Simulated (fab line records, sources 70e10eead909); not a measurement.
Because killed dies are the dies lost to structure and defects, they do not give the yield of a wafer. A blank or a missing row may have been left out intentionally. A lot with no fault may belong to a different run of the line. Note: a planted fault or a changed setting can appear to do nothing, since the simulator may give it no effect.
Matching of chambers + flow nandHarc + NHARC_A_CONTACT_DEP_85 on pecvd-01: 3 sister chambers
The step deposits SiON, target thk 60 nm. 6 wafers are shown with their chamber, then 12 later ones without.

## WAFERS, EACH WITH ITS CHAMBER
| wafer  | chamber | heaterPowerW (W) |
|--------|---------|------------------|
| L087.2 | 2       | 837              |
| L085.3 | 2       | 829              |
| L085.6 | 1       | 843              |
| L086.1 | 1       | 729              |
| L086.3 | 0       | 723              |
| L086.4 | 0       | 745              |

## WAFERS WITHOUT THEIR CHAMBER
| wafer  | heaterPowerW (W) |
|--------|------------------|
| L090.2 | 672              |
| L090.4 | 715              |
| L090.5 | 896              |
| L092.2 | 726              |
| L092.4 | 717              |
| L092.6 | 843              |
| L095.1 | 792              |
| L095.2 | 830              |
| L095.6 | 833              |
| L097.1 | 933              |
| L097.3 | 705              |
| L097.5 | 709              |

## WHICH CHAMBER EACH WENT THROUGH
| wafer  | from the rows above          | in truth |
|--------|------------------------------|----------|
| L090.2 | can't be placed: 0 or 1      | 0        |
| L090.4 | can't be placed: 0 or 1      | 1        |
| L090.5 | can't be placed: 2 or 1      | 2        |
| L092.2 | can't be placed: 0 or 1      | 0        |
| L092.4 | can't be placed: 0 or 1      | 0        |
| L092.6 | can't be placed: 2 or 1      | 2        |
| L095.1 | can't be placed: 1 or 2 or 0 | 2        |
| L095.2 | can't be placed: 2 or 1 or 0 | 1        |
| L095.6 | can't be placed: 2 or 1      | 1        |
| L097.1 | can't be placed: 2 or 1      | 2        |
| L097.3 | can't be placed: 0 or 1      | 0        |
| L097.5 | can't be placed: 0 or 1      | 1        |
0 of 12 placed correctly. Cannot be placed on the basis of these rows: 12; the candidates contain the true chamber in 12. Wrongly placed: 0.
How it was worked out, from the rows above alone: a wafer's distance from a chamber is the root of the sum, over the readings, of the square of ((its reading less the chamber's mean) divided by the reading's scatter). If the next closest chamber is less than 2 further off than the closest, the wafer can't be placed; otherwise it belongs to the closest. The mean given for a chamber averages the wafers shown for that chamber. The scatter: take each reading less its chamber's mean, square it, sum over the shown wafers, divide by the number of wafers less the number of chambers, and take the root.
